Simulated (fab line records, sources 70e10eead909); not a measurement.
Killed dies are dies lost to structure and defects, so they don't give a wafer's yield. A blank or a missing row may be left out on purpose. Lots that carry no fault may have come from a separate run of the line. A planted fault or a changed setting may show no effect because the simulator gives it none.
Which tool is to blame? || flow nand-harc || 37 wafers from 13 lots sampled at 5 of the route's 1159 steps

## WHAT EACH GAUGE READ, for each wafer
NHARC_P_STI_OVL_MEAS_10. Usual: overlay-x-nm 2 nm, standard deviation 6.3; overlay-y-nm -2 nm, standard deviation 5.8.
{"lot": "L643", "measured": "day 2 15:06", "on": "overlay-01", "overlay-x-nm (nm)": "6 7 7", "overlay-y-nm (nm)": "-9 -9 -9", "flag": ""}
{"lot": "L644", "measured": "day 2 15:16", "on": "overlay-01", "overlay-x-nm (nm)": "8 7 7", "overlay-y-nm (nm)": "-4 -4 -4", "flag": ""}
{"lot": "L645", "measured": "day 2 23:19", "on": "overlay-01", "overlay-x-nm (nm)": "3 3 3", "overlay-y-nm (nm)": "-11 -12 -12", "flag": ""}
{"lot": "L649", "measured": "day 4 01:01", "on": "overlay-02", "overlay-x-nm (nm)": "-12 -12 -12", "overlay-y-nm (nm)": "-1 -1 -2", "flag": ""}
{"lot": "L650", "measured": "day 4 05:08", "on": "overlay-01", "overlay-x-nm (nm)": "10 11 10", "overlay-y-nm (nm)": "5 5 5", "flag": ""}
{"lot": "L651", "measured": "day 4 10:52", "on": "overlay-01", "overlay-x-nm (nm)": "-3 -3 -3", "overlay-y-nm (nm)": "-8 -8 -9", "flag": ""}
{"lot": "L652", "measured": "day 4 17:04", "on": "overlay-01", "overlay-x-nm (nm)": "7 7 7", "overlay-y-nm (nm)": "3 3 2", "flag": ""}
{"lot": "L656", "measured": "day 5 18:31", "on": "overlay-02", "overlay-x-nm (nm)": "6 6", "overlay-y-nm (nm)": "-9 -9", "flag": ""}
{"lot": "L659", "measured": "day 6 10:43", "on": "overlay-01", "overlay-x-nm (nm)": "11 10 10", "overlay-y-nm (nm)": "-1 -1 -1", "flag": ""}
{"lot": "L660", "measured": "day 6 17:45", "on": "overlay-01", "overlay-x-nm (nm)": "-7 -7", "overlay-y-nm (nm)": "-9 -9", "flag": ""}
{"lot": "L662", "measured": "day 7 07:34", "on": "overlay-01", "overlay-x-nm (nm)": "2 2 2", "overlay-y-nm (nm)": "-3 -3 -3", "flag": ""}
{"lot": "L663", "measured": "day 7 07:24", "on": "overlay-02", "overlay-x-nm (nm)": "-5 -6 -5", "overlay-y-nm (nm)": "3 3 3", "flag": ""}
{"lot": "L664", "measured": "day 7 18:42", "on": "overlay-02", "overlay-x-nm (nm)": "0 0 0", "overlay-y-nm (nm)": "-3 -3 -3", "flag": ""}

NHARC_P_STI_OCD_MEAS_17. Usual: trench-depth-nm 299 nm, standard deviation 5.8; trench-foot-cd-nm 159 nm, standard deviation 3.3.
{"lot": "L643", "measured": "day 2 15:48", "on": "ocd-02", "trench-depth-nm (nm)": "291 298 304", "trench-foot-cd-nm (nm)": "155 157 153", "flag": ""}
{"lot": "L644", "measured": "day 2 15:58", "on": "ocd-01", "trench-depth-nm (nm)": "307 301 297", "trench-foot-cd-nm (nm)": "160 160 159", "flag": ""}
{"lot": "L645", "measured": "day 3 00:00", "on": "ocd-01", "trench-depth-nm (nm)": "296 299 301", "trench-foot-cd-nm (nm)": "155 159 158", "flag": ""}
{"lot": "L649", "measured": "day 4 01:45", "on": "ocd-01", "trench-depth-nm (nm)": "308 309 288", "trench-foot-cd-nm (nm)": "154 158 156", "flag": ""}
{"lot": "L650", "measured": "day 4 05:50", "on": "ocd-01", "trench-depth-nm (nm)": "303 304 301", "trench-foot-cd-nm (nm)": "159 162 158", "flag": ""}
{"lot": "L651", "measured": "day 4 11:34", "on": "ocd-01", "trench-depth-nm (nm)": "291 303 295", "trench-foot-cd-nm (nm)": "162 162 161", "flag": ""}
{"lot": "L652", "measured": "day 4 17:46", "on": "ocd-01", "trench-depth-nm (nm)": "300 295 304", "trench-foot-cd-nm (nm)": "158 165 161", "flag": ""}
{"lot": "L656", "measured": "day 5 19:14", "on": "ocd-01", "trench-depth-nm (nm)": "302 302", "trench-foot-cd-nm (nm)": "156 156", "flag": ""}
{"lot": "L659", "measured": "day 6 11:25", "on": "ocd-01", "trench-depth-nm (nm)": "295 289 300", "trench-foot-cd-nm (nm)": "162 165 162", "flag": ""}
{"lot": "L660", "measured": "day 6 18:28", "on": "ocd-01", "trench-depth-nm (nm)": "304 290", "trench-foot-cd-nm (nm)": "155 159", "flag": ""}
{"lot": "L662", "measured": "day 7 08:16", "on": "ocd-01", "trench-depth-nm (nm)": "293 307 302", "trench-foot-cd-nm (nm)": "161 160 163", "flag": ""}
{"lot": "L663", "measured": "day 7 08:08", "on": "ocd-02", "trench-depth-nm (nm)": "298 304 298", "trench-foot-cd-nm (nm)": "165 162 165", "flag": ""}
{"lot": "L664", "measured": "day 7 19:24", "on": "ocd-01", "trench-depth-nm (nm)": "300 303 298", "trench-foot-cd-nm (nm)": "157 158 155", "flag": ""}

NHARC_END_SORT_01. Usual: killed-at-array 24, standard deviation 8.4; killed-at-other 0.7, standard deviation 1.1; killed-at-periphery 2.9, standard deviation 1.7; killed-dies 27, standard deviation 8.6; killed-open 3.3, standard deviation 1.8; killed-short 1.8, standard deviation 1.4.
{"lot": "L650", "measured": "day 21 02:35", "on": "prober-02", "killed-at-array": "40 37 37", "killed-at-other": "4 0 1", "killed-at-periphery": "0 0 2", "killed-dies": "44 37 40", "killed-open": "3 3 0", "killed-short": "2 2 4", "flag": ""}
{"lot": "L651", "measured": "day 21 00:20", "on": "prober-01", "killed-at-array": "19 19 21", "killed-at-other": "1 1 0", "killed-at-periphery": "1 5 4", "killed-dies": "21 25 25", "killed-open": "3 7 4", "killed-short": "0 0 1", "flag": ""}
{"lot": "L652", "measured": "day 21 09:38", "on": "prober-01", "killed-at-array": "27 28 34", "killed-at-other": "0 0 0", "killed-at-periphery": "1 6 2", "killed-dies": "28 34 36", "killed-open": "4 1 6", "killed-short": "4 2 0", "flag": ""}
{"lot": "L656", "measured": "day 22 04:44", "on": "prober-01", "killed-at-array": "29 26", "killed-at-other": "4 1", "killed-at-periphery": "1 18", "killed-dies": "34 45", "killed-open": "1 4", "killed-short": "4 1", "flag": "OFF"}
{"lot": "L659", "measured": "day 23 10:20", "on": "prober-02", "killed-at-array": "29 37 37", "killed-at-other": "0 0 1", "killed-at-periphery": "2 53 1", "killed-dies": "31 90 39", "killed-open": "5 7 2", "killed-short": "0 0 1", "flag": "OFF"}
{"lot": "L660", "measured": "day 24 05:59", "on": "prober-02", "killed-at-array": "26 30", "killed-at-other": "2 1", "killed-at-periphery": "1 33", "killed-dies": "29 64", "killed-open": "5 2", "killed-short": "3 1", "flag": "OFF"}
{"lot": "L664", "measured": "day 24 16:04", "on": "prober-01", "killed-at-array": "31 15 21", "killed-at-other": "0 0 0", "killed-at-periphery": "2 2 1", "killed-dies": "33 17 22", "killed-open": "4 3 1", "killed-short": "3 0 4", "flag": ""}

## EACH LOT AND THE TOOL THAT RAN IT (in order: tool; ch and the chambers of the sampled wafers; start)
{"lot": "L643", "NHARC_P_ZERO_WELL_DESCUM_13": "rie-diel-01 ch 2,3, day 1 13:31", "NHARC_P_STI_ETCH_42": "rie-diel-12 ch 1,2,3, day 2 15:23"}
{"lot": "L644", "NHARC_P_ZERO_WELL_DESCUM_13": "rie-diel-01 ch 0,1,2, day 1 19:34", "NHARC_P_STI_ETCH_42": "rie-diel-09 ch 1,2,3, day 2 15:31"}
{"lot": "L645", "NHARC_P_ZERO_WELL_DESCUM_13": "rie-diel-02 ch 0,2,3, day 2 01:35", "NHARC_P_STI_ETCH_42": "rie-diel-10 ch 0,1,2, day 2 23:34"}
{"lot": "L649", "NHARC_P_ZERO_WELL_DESCUM_13": "rie-diel-03 ch 0,2,3, day 3 01:31", "NHARC_P_STI_ETCH_42": "rie-diel-10 ch 0,1,3, day 4 01:17"}
{"lot": "L650", "NHARC_P_ZERO_WELL_DESCUM_13": "rie-diel-02 ch 1,3, day 3 07:24", "NHARC_P_STI_ETCH_42": "rie-diel-12 ch 0,2,3, day 4 05:24"}
{"lot": "L651", "NHARC_P_ZERO_WELL_DESCUM_13": "rie-diel-02 ch 1,2, day 3 13:24", "NHARC_P_STI_ETCH_42": "rie-diel-10 ch 0,2,3, day 4 11:08"}
{"lot": "L652", "NHARC_P_ZERO_WELL_DESCUM_13": "rie-diel-02 ch 1,2,3, day 3 19:25", "NHARC_P_STI_ETCH_42": "rie-diel-10 ch 1,2,3, day 4 17:20"}
{"lot": "L656", "NHARC_P_ZERO_WELL_DESCUM_13": "rie-diel-02 ch 0,3, day 4 19:17", "NHARC_P_STI_ETCH_42": "rie-diel-12 ch 0,2, day 5 18:47"}
{"lot": "L659", "NHARC_P_ZERO_WELL_DESCUM_13": "rie-diel-03 ch 0,1, day 5 13:17", "NHARC_P_STI_ETCH_42": "rie-diel-12 ch 0,3, day 6 10:58"}
{"lot": "L660", "NHARC_P_ZERO_WELL_DESCUM_13": "rie-diel-01 ch 1,3, day 5 19:16", "NHARC_P_STI_ETCH_42": "rie-diel-12 ch 1,2, day 6 18:01"}
{"lot": "L662", "NHARC_P_ZERO_WELL_DESCUM_13": "rie-diel-01 ch 0,3, day 6 07:31", "NHARC_P_STI_ETCH_42": "rie-diel-10 ch 1,2, day 7 07:49"}
{"lot": "L663", "NHARC_P_ZERO_WELL_DESCUM_13": "rie-diel-02 ch 0,1,2, day 6 13:31", "NHARC_P_STI_ETCH_42": "rie-diel-09 ch 1,2, day 7 07:41"}
{"lot": "L664", "NHARC_P_ZERO_WELL_DESCUM_13": "rie-diel-03 ch 0,2,3, day 6 19:17", "NHARC_P_STI_ETCH_42": "rie-diel-10 ch 2,3, day 7 18:58"}
- NHARC_P_ZERO_WELL_DESCUM_13: chemistry O2, time 3 s.
- NHARC_P_STI_ETCH_42: etches the open film in N2/H2, target depth 80 nm, overetch 24 nm, time 61 s.

## AS READ BY THE TOOLS THEMSELVES (means over the sampled wafers that have a number; for cases with no such wafer, the mark the record gives instead)
NHARC_P_ZERO_WELL_DESCUM_13. Usual: chamber-pressure-mTorr 59.99 mTorr, standard deviation 0.12; drypump-motor-current-A 5.7 A, standard deviation 0.4; oes-product-au 0.999 a.u., standard deviation 0.011; rf-vpp-V 58.1 V, standard deviation 0.89; showerhead-plenum-p-Torr 1.95 Torr, standard deviation 0.082; throttle-valve-pct 11.311 %, standard deviation 0.01.
{"lot": "L643", "tool": "rie-diel-01", "chamber-pressure-mTorr (mTorr)": 60.03, "drypump-motor-current-A (A)": 5.4, "oes-product-au (a.u.)": 0.993, "rf-vpp-V (V)": 58.0, "showerhead-plenum-p-Torr (Torr)": 2.05, "throttle-valve-pct (%)": 11.298, "flag": ""}
{"lot": "L644", "tool": "rie-diel-01", "chamber-pressure-mTorr (mTorr)": 60.00, "drypump-motor-current-A (A)": 5.8, "oes-product-au (a.u.)": 0.992, "rf-vpp-V (V)": 58.3, "showerhead-plenum-p-Torr (Torr)": 1.94, "throttle-valve-pct (%)": 11.308, "flag": ""}
{"lot": "L645", "tool": "rie-diel-02", "chamber-pressure-mTorr (mTorr)": 59.98, "drypump-motor-current-A (A)": 5.4, "oes-product-au (a.u.)": 0.999, "rf-vpp-V (V)": 59.1, "showerhead-plenum-p-Torr (Torr)": 1.92, "throttle-valve-pct (%)": 11.320, "flag": ""}
{"lot": "L649", "tool": "rie-diel-03", "chamber-pressure-mTorr (mTorr)": 59.96, "drypump-motor-current-A (A)": 5.7, "oes-product-au (a.u.)": 0.993, "rf-vpp-V (V)": 57.4, "showerhead-plenum-p-Torr (Torr)": 1.98, "throttle-valve-pct (%)": 11.310, "flag": ""}
{"lot": "L650", "tool": "rie-diel-02", "chamber-pressure-mTorr (mTorr)": 59.96, "drypump-motor-current-A (A)": 5.2, "oes-product-au (a.u.)": 0.989, "rf-vpp-V (V)": 58.1, "showerhead-plenum-p-Torr (Torr)": 1.89, "throttle-valve-pct (%)": 11.315, "flag": ""}
{"lot": "L651", "tool": "rie-diel-02", "chamber-pressure-mTorr (mTorr)": 59.98, "drypump-motor-current-A (A)": 5.8, "oes-product-au (a.u.)": 1.009, "rf-vpp-V (V)": 57.7, "showerhead-plenum-p-Torr (Torr)": 1.86, "throttle-valve-pct (%)": 11.311, "flag": ""}
{"lot": "L652", "tool": "rie-diel-02", "chamber-pressure-mTorr (mTorr)": 59.99, "drypump-motor-current-A (A)": 5.5, "oes-product-au (a.u.)": 0.990, "rf-vpp-V (V)": 56.9, "showerhead-plenum-p-Torr (Torr)": 1.87, "throttle-valve-pct (%)": 11.320, "flag": ""}
{"lot": "L656", "tool": "rie-diel-02", "chamber-pressure-mTorr (mTorr)": 60.02, "drypump-motor-current-A (A)": 5.3, "oes-product-au (a.u.)": 0.988, "rf-vpp-V (V)": 58.0, "showerhead-plenum-p-Torr (Torr)": 1.96, "throttle-valve-pct (%)": 11.312, "flag": ""}
{"lot": "L659", "tool": "rie-diel-03", "chamber-pressure-mTorr (mTorr)": 60.02, "drypump-motor-current-A (A)": 5.5, "oes-product-au (a.u.)": 1.002, "rf-vpp-V (V)": 57.7, "showerhead-plenum-p-Torr (Torr)": 2.02, "throttle-valve-pct (%)": 11.315, "flag": ""}
{"lot": "L660", "tool": "rie-diel-01", "chamber-pressure-mTorr (mTorr)": 59.97, "drypump-motor-current-A (A)": 6.1, "oes-product-au (a.u.)": 1.002, "rf-vpp-V (V)": 58.8, "showerhead-plenum-p-Torr (Torr)": 1.96, "throttle-valve-pct (%)": 11.315, "flag": ""}
{"lot": "L662", "tool": "rie-diel-01", "chamber-pressure-mTorr (mTorr)": 60.01, "drypump-motor-current-A (A)": 5.9, "oes-product-au (a.u.)": 1.002, "rf-vpp-V (V)": 57.3, "showerhead-plenum-p-Torr (Torr)": 1.87, "throttle-valve-pct (%)": 11.299, "flag": ""}
{"lot": "L663", "tool": "rie-diel-02", "chamber-pressure-mTorr (mTorr)": 60.01, "drypump-motor-current-A (A)": 5.8, "oes-product-au (a.u.)": 0.995, "rf-vpp-V (V)": 57.4, "showerhead-plenum-p-Torr (Torr)": 1.91, "throttle-valve-pct (%)": 11.317, "flag": ""}
{"lot": "L664", "tool": "rie-diel-03", "chamber-pressure-mTorr (mTorr)": 59.94, "drypump-motor-current-A (A)": 5.7, "oes-product-au (a.u.)": 0.992, "rf-vpp-V (V)": 58.5, "showerhead-plenum-p-Torr (Torr)": 1.98, "throttle-valve-pct (%)": 11.310, "flag": ""}

NHARC_P_STI_ETCH_42. Usual: chamber-pressure-mTorr 29.996 mTorr, standard deviation 0.029; drypump-motor-current-A 5.5 A, standard deviation 0.55; oes-product-au 0.999 a.u., standard deviation 0.013; rf-vpp-V 431.1 V, standard deviation 2.2; showerhead-plenum-p-Torr 2.06 Torr, standard deviation 0.077; throttle-valve-pct 14.171 %, standard deviation 0.0092.
{"lot": "L643", "tool": "rie-diel-12", "chamber-pressure-mTorr (mTorr)": 30.020, "drypump-motor-current-A (A)": 5.3, "oes-product-au (a.u.)": 1.002, "rf-vpp-V (V)": 431.2, "showerhead-plenum-p-Torr (Torr)": 2.08, "throttle-valve-pct (%)": 14.177, "flag": ""}
{"lot": "L644", "tool": "rie-diel-09", "chamber-pressure-mTorr (mTorr)": 29.984, "drypump-motor-current-A (A)": 5.7, "oes-product-au (a.u.)": 1.005, "rf-vpp-V (V)": 432.3, "showerhead-plenum-p-Torr (Torr)": 2.10, "throttle-valve-pct (%)": 14.166, "flag": ""}
{"lot": "L645", "tool": "rie-diel-10", "chamber-pressure-mTorr (mTorr)": 29.959, "drypump-motor-current-A (A)": 5.5, "oes-product-au (a.u.)": 1.001, "rf-vpp-V (V)": 429.8, "showerhead-plenum-p-Torr (Torr)": 2.02, "throttle-valve-pct (%)": 14.173, "flag": ""}
{"lot": "L649", "tool": "rie-diel-10", "chamber-pressure-mTorr (mTorr)": 30.020, "drypump-motor-current-A (A)": 5.7, "oes-product-au (a.u.)": 0.998, "rf-vpp-V (V)": 430.5, "showerhead-plenum-p-Torr (Torr)": 2.04, "throttle-valve-pct (%)": 14.170, "flag": ""}
{"lot": "L650", "tool": "rie-diel-12", "chamber-pressure-mTorr (mTorr)": 30.010, "drypump-motor-current-A (A)": 5.4, "oes-product-au (a.u.)": 1.000, "rf-vpp-V (V)": 430.8, "showerhead-plenum-p-Torr (Torr)": 2.06, "throttle-valve-pct (%)": 14.175, "flag": ""}
{"lot": "L651", "tool": "rie-diel-10", "chamber-pressure-mTorr (mTorr)": 30.011, "drypump-motor-current-A (A)": 5.5, "oes-product-au (a.u.)": 0.993, "rf-vpp-V (V)": 431.7, "showerhead-plenum-p-Torr (Torr)": 2.06, "throttle-valve-pct (%)": 14.166, "flag": ""}
{"lot": "L652", "tool": "rie-diel-10", "chamber-pressure-mTorr (mTorr)": 30.012, "drypump-motor-current-A (A)": 5.1, "oes-product-au (a.u.)": 0.980, "rf-vpp-V (V)": 432.5, "showerhead-plenum-p-Torr (Torr)": 2.09, "throttle-valve-pct (%)": 14.161, "flag": ""}
{"lot": "L656", "tool": "rie-diel-12", "chamber-pressure-mTorr (mTorr)": 30.008, "drypump-motor-current-A (A)": 5.4, "oes-product-au (a.u.)": 0.907, "rf-vpp-V (V)": 430.6, "showerhead-plenum-p-Torr (Torr)": 2.09, "throttle-valve-pct (%)": 14.172, "flag": "OFF"}
{"lot": "L659", "tool": "rie-diel-12", "chamber-pressure-mTorr (mTorr)": 30.000, "drypump-motor-current-A (A)": 5.6, "oes-product-au (a.u.)": 0.949, "rf-vpp-V (V)": 428.6, "showerhead-plenum-p-Torr (Torr)": 1.99, "throttle-valve-pct (%)": 14.167, "flag": "OFF"}
{"lot": "L660", "tool": "rie-diel-12", "chamber-pressure-mTorr (mTorr)": 30.004, "drypump-motor-current-A (A)": 5.2, "oes-product-au (a.u.)": 0.914, "rf-vpp-V (V)": 431.8, "showerhead-plenum-p-Torr (Torr)": 2.12, "throttle-valve-pct (%)": 14.174, "flag": "OFF"}
{"lot": "L662", "tool": "rie-diel-10", "chamber-pressure-mTorr (mTorr)": 30.007, "drypump-motor-current-A (A)": 5.1, "oes-product-au (a.u.)": 0.990, "rf-vpp-V (V)": 432.1, "showerhead-plenum-p-Torr (Torr)": 2.05, "throttle-valve-pct (%)": 14.169, "flag": ""}
{"lot": "L663", "tool": "rie-diel-09", "chamber-pressure-mTorr (mTorr)": 29.996, "drypump-motor-current-A (A)": 5.8, "oes-product-au (a.u.)": 0.997, "rf-vpp-V (V)": 433.5, "showerhead-plenum-p-Torr (Torr)": 2.16, "throttle-valve-pct (%)": 14.168, "flag": ""}
{"lot": "L664", "tool": "rie-diel-10", "chamber-pressure-mTorr (mTorr)": 29.995, "drypump-motor-current-A (A)": 5.0, "oes-product-au (a.u.)": 0.986, "rf-vpp-V (V)": 432.7, "showerhead-plenum-p-Torr (Torr)": 2.12, "throttle-valve-pct (%)": 14.167, "flag": ""}

## THE ANSWER, worked out from the rows above alone
Rule: a lot is off if the mean of its wafers that have a number lies more than 3 standard deviations from the usual mean. A lot without any number at a reading at which 4 lots or more have one is off too. The other lots that the step has rows for count as sound. First the gauges in route order, then the tools' own readings, where a lot's mean is used as printed above. At the first step where some lot is off, the reading lying furthest off is the one used; lots without a number count as furthest.
Off, at NHARC_END_SORT_01 on killed-at-periphery: L656, L659, L660. Neither off nor sound, because the step has no rows for them: L643, L644, L645, L649, L662, L663.
A tool fits if, at a process step before that reading, it ran every lot that is off, and no sound lot after the first of them. The gauges at NHARC_END_SORT_01 aren't tried: what is off there is off at NHARC_P_STI_ETCH_42 too, on other tools, and a gauge's error can't cause that. One candidate fits, namely rie-diel-12 at NHARC_P_STI_ETCH_42. A fault onset in the window from L650 (day 4 05:24, its last sound lot) to L656 (day 5 18:47, its first lot off) fits.
On the lots that are off, the tool's own readings at NHARC_P_STI_ETCH_42 differ by more than 5 times the standard deviation of the sound lots' means, which bears it out; oes-product-au reads 0.923 a.u. there versus 0.990 a.u. on the sound lots.

## WHAT THE SIMULATOR HAD PUT IN
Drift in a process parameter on rie-diel-12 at NHARC_P_STI_ETCH_42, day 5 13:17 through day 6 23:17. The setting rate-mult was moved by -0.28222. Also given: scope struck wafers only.
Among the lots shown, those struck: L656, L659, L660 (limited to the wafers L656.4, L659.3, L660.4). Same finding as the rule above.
